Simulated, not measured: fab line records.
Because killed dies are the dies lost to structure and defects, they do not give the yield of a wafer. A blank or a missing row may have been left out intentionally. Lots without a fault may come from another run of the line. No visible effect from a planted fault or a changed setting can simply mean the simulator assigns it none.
Split-lot experiment ; flow n5-finfet ; 21 wafers read across 7 lots, on a route 1938 steps long

THE SPLIT ITSELF
At N5_BEOL_M9_ILD_DEP_00 (deposits SiCOH lowk from DEMS/porogen, target thk 308.51 nm, time 58 s), the setting time-s was moved away from the recipe's 58 s on 6 of the 21 wafers read, by -11.8% to +13.4%. This setting was run at the recipe's value on the other wafers.

FROM THE SPLIT ON TO THE READING: in between, the file shows 1 step
- N5_BEOL_M9_CURE_71: cures SiCOH lowk, time 240 s

THE READING
M9_ILD_THK (nm), taken at N5_BEOL_M9_THK_MEAS_01. On this fab line, fault-free wafers typically give 268 nm with a standard deviation of 3.6 nm.

wafer;tool, chamber at the split;time-s as run, s;against the recipe;M9_ILD_THK, nm;against lot-mates on the recipe
L078.2;pecvd-02, 1;65.76;+13.4%;296;+33
L078.3;pecvd-02, 0;58;recipe;263;-
L078.4;pecvd-02, 2;65.76;+13.4%;301;+38
L079.3;pecvd-01, 1;58;recipe;267;-
L079.4;pecvd-01, 0;58;recipe;271;-
L079.6;pecvd-01, 1;58;recipe;272;-
L085.2;pecvd-01, 1;62.08;+7.0%;286;+16
L085.3;pecvd-01, 2;58;recipe;266;-
L085.6;pecvd-01, 1;58;recipe;273;-
L089.1;pecvd-02, 1;58;recipe;264;-
L089.3;pecvd-02, 2;51.14;-11.8%;233;-31
L089.5;pecvd-02, 2;51.14;-11.8%;237;-27
L090.3;pecvd-01, 2;58;recipe;266;-
L090.5;pecvd-01, 1;60.58;+4.4%;285;+17
L090.6;pecvd-01, 0;58;recipe;270;-
L088.2;pecvd-01, 0,2;58;recipe;265;-
L088.3;pecvd-01, 0,2;58;recipe;265;-
L088.5;pecvd-01, 2;58;recipe;268;-
L093.2;pecvd-03, 0;58;recipe;269;-
L093.3;pecvd-03, 2;58;recipe;271;-
L093.5;pecvd-03, 2;58;recipe;271;-
The file does not say which wafer passed through which chamber wherever a row lists several chambers: such a row stands for several wafers.

FIT RESULTS
A straight line over all 21 wafers: M9_ILD_THK changes by +2.55 nm for each +1% of time-s; r = +0.98; the points scatter about the line by 3.5 nm.
The same after taking each lot's own level away (the mean of its wafers on the recipe; 21 wafers): +2.58 nm for each +1%; r = +0.99; scatter 2.4 nm.
That fit puts the effect of the largest move of time-s on the reading at 34 nm.
Measured against the standard deviation above, the lots' own levels, which go from 263.0 to 270.3 nm, span 2.0 times it.
Consequently the slope shifts little with the lot-to-lot level, the two slopes agreeing.
Check: with one of the wafers moved furthest among these (+13.4%) left out of the fit, the line predicts +35.6 nm for it against its lot-mates. Against them it came out at +33 nm.

THE WHOLE CHAIN: every reading that the file lists as answering this split, in the file's order
step;what it does;reading;change (the file's fit);r (the file's)
N5_BEOL_M9_ILD_DEP_00;deposits SiCOH lowk from DEMS/porogen, target thk 308.51 nm, time 58 s;SiCOH_lowk_of_BEOL_M9_ILD_DEP_00.thk-nm (the simulator's own value, which no gauge read);+2.91 nm for each +1% of the setting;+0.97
N5_BEOL_M9_CURE_71;cures SiCOH lowk, time 240 s;SiCOH_lowk_of_BEOL_M9_ILD_DEP_00.thk-nm (the simulator's own value, which no gauge read);+2.58 nm for each +1% of the setting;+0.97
N5_BEOL_M9_THK_MEAS_01;;M9_ILD_THK;+2.59 for each +1% of the setting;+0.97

THE FILE'S OWN FIT
M9_ILD_THK changes by +2.59 nm for each +1% of time-s, r = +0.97.
